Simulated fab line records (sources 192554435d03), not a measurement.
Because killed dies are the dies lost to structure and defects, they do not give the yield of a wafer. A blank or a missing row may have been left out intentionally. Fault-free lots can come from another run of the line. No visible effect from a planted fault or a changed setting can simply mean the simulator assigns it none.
Which tool did it? + flow n5_finfet + Sampling: 11 lots, 31 wafers, 5 of 1938 route steps

== WHAT EACH GAUGE READ, for each wafer ==
Not one reading of a measure or inspect step in the record can be checked against a usual standard deviation.

== TOOL THAT RAN EACH LOT (tool first, then ch and the chambers of the sampled wafers, then the start) ==
| lot  | N5_BEOL_M15_SPUTTER_43       | N5_MIM_TOP_ALD_02                           | N5_MIM_TOP_LITHO_DESCUM_10         | N5_MIM_TOP_ETCH_ETCH_00           | N5_PASSIVATION_PROBE_49 |
|------|------------------------------|---------------------------------------------|------------------------------------|-----------------------------------|-------------------------|
| L697 | pvd_sputter-03, day 11 13:19 | ald_hk-03 ch 0,2, day 11 17:55 or earlier   | rie_diel-05 ch 1,2, day 11 17:55   | rie_metal-01 ch 1, day 11 18:00   | -                       |
| L696 | pvd_sputter-03, day 12 02:49 | ald_hk-01 ch 0,2,3, day 12 10:51 or earlier | rie_diel-04 ch 1,3, day 12 10:51   | rie_metal-02 ch 0,1, day 12 10:56 | -                       |
| L698 | pvd_sputter-02, day 12 23:37 | ald_hk-01 ch 2,3, day 13 05:55 or earlier   | rie_diel-05 ch 1,2, day 13 05:55   | rie_metal-02 ch 0,1, day 13 05:59 | prober-02, day 13 18:24 |
| L699 | pvd_sputter-03, day 12 23:59 | ald_hk-02 ch 0,1, day 13 07:26 or earlier   | rie_diel-06 ch 0,1, day 13 07:26   | rie_metal-02 ch 0,1, day 13 07:32 | prober-01, day 13 19:37 |
| L701 | pvd_sputter-02, day 13 07:48 | ald_hk-02 ch 0,1,2, day 13 13:54 or earlier | rie_diel-06 ch 0,3, day 13 13:54   | rie_metal-03 ch 0, day 13 13:59   | prober-02, day 14 01:12 |
| L705 | pvd_sputter-03, day 14 05:19 | ald_hk-03 ch 0,1,3, day 14 09:55 or earlier | rie_diel-06 ch 1,2, day 14 09:55   | rie_metal-02 ch 0,1, day 14 10:00 | -                       |
| L709 | pvd_sputter-03, day 15 06:19 | ald_hk-02 ch 0,1,3, day 15 11:13 or earlier | rie_diel-05 ch 2, day 15 11:13     | rie_metal-02 ch 0,1, day 15 11:20 | prober-02, day 15 23:13 |
| L712 | pvd_sputter-02, day 15 11:18 | ald_hk-03 ch 0,2,3, day 15 16:46 or earlier | rie_diel-06 ch 0,1,3, day 15 16:46 | rie_metal-02 ch 0,1, day 15 16:50 | prober-01, day 16 03:37 |
| L716 | pvd_sputter-02, day 16 19:45 | ald_hk-01 ch 0,2,3, day 17 01:44 or earlier | rie_diel-06 ch 0,1,3, day 17 01:44 | rie_metal-01 ch 0,1, day 17 01:49 | -                       |
| L715 | pvd_sputter-03, day 16 20:50 | ald_hk-02 ch 2,3, day 17 02:08 or earlier   | rie_diel-04 ch 1,2, day 17 02:08   | rie_metal-03 ch 0,1, day 17 02:14 | prober-02, day 17 13:02 |
| L718 | pvd_sputter-02, day 17 02:25 | ald_hk-03 ch 2,3, day 17 07:06 or earlier   | rie_diel-05 ch 0,3, day 17 07:06   | rie_metal-03 ch 0,1, day 17 07:14 | -                       |
- N5_BEOL_M15_SPUTTER_43: material TaN, target thk 15 nm, time 24.19 s.
- N5_MIM_TOP_ALD_02: deposits Al2O3, purge time 3 s, co reactant pulse time 3 s.
- N5_MIM_TOP_LITHO_DESCUM_10: chemistry O2, time 7.9 s.
- N5_MIM_TOP_ETCH_ETCH_00: etches TiN in Cl2/BCl3, target depth 38.5 nm.
- N5_PASSIVATION_PROBE_49

== WHAT THE TOOLS THEMSELVES READ (means of the sampled wafers that have a number; where no wafer has one, the mark that the record gives instead) ==
N5_BEOL_M15_SPUTTER_43. Usual: substrate_temp_c 50.01 C, standard deviation 0.11; throttle_valve_pct 30.8 %, standard deviation 1.3.
| lot  | tool           | substrate_temp_c (C) | throttle_valve_pct (%) | flag |
|------|----------------|----------------------|------------------------|------|
| L697 | pvd_sputter-03 | 49.99                | 29.8                   |      |
| L696 | pvd_sputter-03 | 50.01                | 30.1                   |      |
| L698 | pvd_sputter-02 | 49.99                | 31.7                   |      |
| L699 | pvd_sputter-03 | 50.08                | 29.6                   |      |
| L701 | pvd_sputter-02 | 50.06                | 31.5                   |      |
| L705 | pvd_sputter-03 | 50.08                | 29.9                   |      |
| L709 | pvd_sputter-03 | 49.93                | 30.1                   |      |
| L712 | pvd_sputter-02 | 50.02                | 31.8                   |      |
| L716 | pvd_sputter-02 | 50.05                | 31.3                   |      |
| L715 | pvd_sputter-03 | 50.10                | 28.9                   |      |
| L718 | pvd_sputter-02 | 50.13                | 32.3                   |      |

N5_MIM_TOP_ALD_02. Usual: precursor_pulse_height_rel 1.000, standard deviation 0.022.
| lot  | tool      | precursor_pulse_height_rel | flag |
|------|-----------|----------------------------|------|
| L697 | ald_hk-03 | 0.981                      |      |
| L696 | ald_hk-01 | 1.019                      |      |
| L698 | ald_hk-01 | 0.993                      |      |
| L699 | ald_hk-02 | 1.002                      |      |
| L701 | ald_hk-02 | 1.009                      |      |
| L705 | ald_hk-03 | 0.988                      |      |
| L709 | ald_hk-02 | 0.980                      |      |
| L712 | ald_hk-03 | 1.025                      |      |
| L716 | ald_hk-01 | 1.021                      |      |
| L715 | ald_hk-02 | 1.016                      |      |
| L718 | ald_hk-03 | 0.985                      |      |

N5_MIM_TOP_LITHO_DESCUM_10. Usual: drypump_motor_current_A 5.5 A, standard deviation 0.54; oes_product_au 0.82 a.u., standard deviation 0.076; rf_vpp_V 243.5 V, standard deviation 1.4; showerhead_plenum_p_Torr 2.11 Torr, standard deviation 0.079; throttle_valve_pct 20.43 %, standard deviation 0.18.
| lot  | tool        | drypump_motor_current_A (A) | oes_product_au (a.u.) | rf_vpp_V (V) | showerhead_plenum_p_Torr (Torr) | throttle_valve_pct (%) | flag |
|------|-------------|-----------------------------|-----------------------|--------------|---------------------------------|------------------------|------|
| L697 | rie_diel-05 | 5.3                         | 0.87                  | 244.1        | 2.18                            | 20.33                  |      |
| L696 | rie_diel-04 | 6.0                         | 0.86                  | 243.5        | 2.11                            | 20.76                  |      |
| L698 | rie_diel-05 | 5.3                         | 0.83                  | 244.4        | 2.14                            | 20.27                  |      |
| L699 | rie_diel-06 | 5.5                         | 0.79                  | 243.4        | 2.03                            | 20.42                  |      |
| L701 | rie_diel-06 | 6.1                         | 0.87                  | 242.7        | 2.05                            | 20.42                  |      |
| L705 | rie_diel-06 | 5.0                         | 0.83                  | 245.0        | 2.15                            | 20.28                  |      |
| L709 | rie_diel-05 | 5.3                         | 0.79                  | 242.6        | 2.10                            | 20.23                  |      |
| L712 | rie_diel-06 | 5.6                         | 0.85                  | 242.5        | 2.05                            | 20.36                  |      |
| L716 | rie_diel-06 | 5.6                         | 0.83                  | 242.8        | 2.04                            | 20.38                  |      |
| L715 | rie_diel-04 | 5.8                         | 0.85                  | 243.2        | 2.10                            | 20.68                  |      |
| L718 | rie_diel-05 | 5.5                         | 0.87                  | 243.7        | 2.18                            | 20.45                  |      |

N5_MIM_TOP_ETCH_ETCH_00. Usual: drypump_motor_current_A 5.8 A, standard deviation 0.43; mfc_cl2_sccm 53.30 sccm, standard deviation 0.16; oes_product_au 0.81 a.u., standard deviation 0.069; throttle_valve_pct 22.53 %, standard deviation 0.093.
| lot  | tool         | drypump_motor_current_A (A) | mfc_cl2_sccm (sccm) | oes_product_au (a.u.) | throttle_valve_pct (%) | flag |
|------|--------------|-----------------------------|---------------------|-----------------------|------------------------|------|
| L697 | rie_metal-01 | 5.6                         | 53.17               | 0.90                  | 22.51                  |      |
| L696 | rie_metal-02 | 6.3                         | 53.42               | 0.79                  | 22.45                  |      |
| L698 | rie_metal-02 | 6.3                         | 53.36               | 0.78                  | 22.44                  |      |
| L699 | rie_metal-02 | 6.2                         | 53.38               | 0.79                  | 22.49                  |      |
| L701 | rie_metal-03 | 5.3                         | 53.32               | 0.81                  | 22.47                  |      |
| L705 | rie_metal-02 | 6.1                         | 53.41               | 0.78                  | 22.53                  |      |
| L709 | rie_metal-02 | 6.3                         | 41.51               | 0.76                  | 21.07                  | OFF  |
| L712 | rie_metal-02 | 6.1                         | 47.50               | 0.77                  | 21.84                  | OFF  |
| L716 | rie_metal-01 | 5.8                         | 53.31               | 0.75                  | 22.57                  |      |
| L715 | rie_metal-03 | 5.6                         | 53.20               | 0.87                  | 22.64                  |      |
| L718 | rie_metal-03 | 5.4                         | 53.34               | 0.84                  | 22.61                  |      |

N5_PASSIVATION_PROBE_49. Usual: defect_limited_yield 91.4 %, standard deviation 1.5; killed_at_M0_to_M3 36, standard deviation 11; killed_at_M4_up 14, standard deviation 6; killed_at_contacts 11, standard deviation 6; killed_at_front_end 37, standard deviation 11; killed_at_other 4, standard deviation 3.4; killed_dies 102, standard deviation 18; killed_open 66, standard deviation 13; killed_short 34, standard deviation 7.8; sort_bin_4_leakage 0.00 %, standard deviation 0.017; sort_bin_5_function 5.0 %, standard deviation 0.97; sort_bin_6_memory 3.2 %, standard deviation 0.7; sort_n_pass 1078, standard deviation 19; sort_yield_pct 91.3 %, standard deviation 1.6.
| lot  | tool      | defect_limited_yield (%) | killed_at_M0_to_M3 | killed_at_M4_up | killed_at_contacts | killed_at_front_end | killed_at_other | killed_dies | killed_open | killed_short | sort_bin_4_leakage (%) | sort_bin_5_function (%) | sort_bin_6_memory (%) | sort_n_pass | sort_yield_pct (%) | flag |
|------|-----------|--------------------------|--------------------|-----------------|--------------------|---------------------|-----------------|-------------|-------------|--------------|------------------------|-------------------------|-----------------------|-------------|--------------------|------|
| L698 | prober-02 | 90.9                     | 30                 | 9               | 16                 | 41                  | 11              | 107         | 72          | 30           | 0.00                   | 5.1                     | 3.4                   | 1073        | 90.9               |      |
| L699 | prober-01 | 90.9                     | 38                 | 7               | 10                 | 47                  | 4               | 106         | 72          | 34           | 0.00                   | 5.0                     | 3.6                   | 1074        | 90.9               |      |
| L701 | prober-02 | 90.5                     | 41                 | 11              | 18                 | 40                  | 3               | 112         | 78          | 33           | 0.00                   | 5.6                     | 3.6                   | 1068        | 90.5               |      |
| L709 | prober-02 | 90.7                     | 33                 | 28              | 13                 | 33                  | 2               | 110         | 74          | 35           | 0.00                   | 5.6                     | 3.3                   | 1070        | 90.7               |      |
| L712 | prober-01 | 91.9                     | 33                 | 12              | 8                  | 40                  | 2               | 95          | 57          | 37           | 0.00                   | 5.0                     | 2.6                   | 1085        | 91.9               |      |
| L715 | prober-02 | 91.8                     | 30                 | 12              | 9                  | 36                  | 9               | 96          | 68          | 26           | 0.00                   | 4.7                     | 3.2                   | 1084        | 91.8               |      |

== THE ANSWER, worked out from the rows above alone ==
Rule: lot off if the mean of its wafers having a number is beyond 3 standard deviations from the usual mean. Also off: a lot with no number at a reading for which 4 or more lots have one. The other lots that the step has rows for count as sound. After the gauges, taken in route order, come the tools' own readings; for these a lot's mean is taken, as printed above. At the first step where some lot is off, the reading lying furthest off is the one used; lots without a number count as furthest.
Off: L709, L712, at N5_MIM_TOP_ETCH_ETCH_00 (mfc_cl2_sccm).
If a tool, at that step or one of the process steps before it, ran each lot that is off and ran no sound lot following the first of them, it fits. N5_MIM_TOP_ALD_02: start missing for some lots; hours and lot order therefore follow N5_MIM_TOP_LITHO_DESCUM_10. One fits: rie_metal-02 at N5_MIM_TOP_ETCH_ETCH_00. Its last sound lot is L705 (day 14 10:00), its first lot that is off L709 (day 15 11:20): a fault that began between those two fits.
The tool's own readings at N5_MIM_TOP_ETCH_ETCH_00 bear it out: on the lots that are off they differ by more than 5 times the standard deviation of the sound lots' means. mfc_cl2_sccm reads 44.50 sccm there against 53.32 sccm on the sound lots; throttle_valve_pct reads 21.45 % there against 22.52 % on the sound lots.

== WHAT THE SIMULATOR HAD PUT IN ==
rie_metal-02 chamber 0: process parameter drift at N5_MIM_TOP_ETCH_ETCH_00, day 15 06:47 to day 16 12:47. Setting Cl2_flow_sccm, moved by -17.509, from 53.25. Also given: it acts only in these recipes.
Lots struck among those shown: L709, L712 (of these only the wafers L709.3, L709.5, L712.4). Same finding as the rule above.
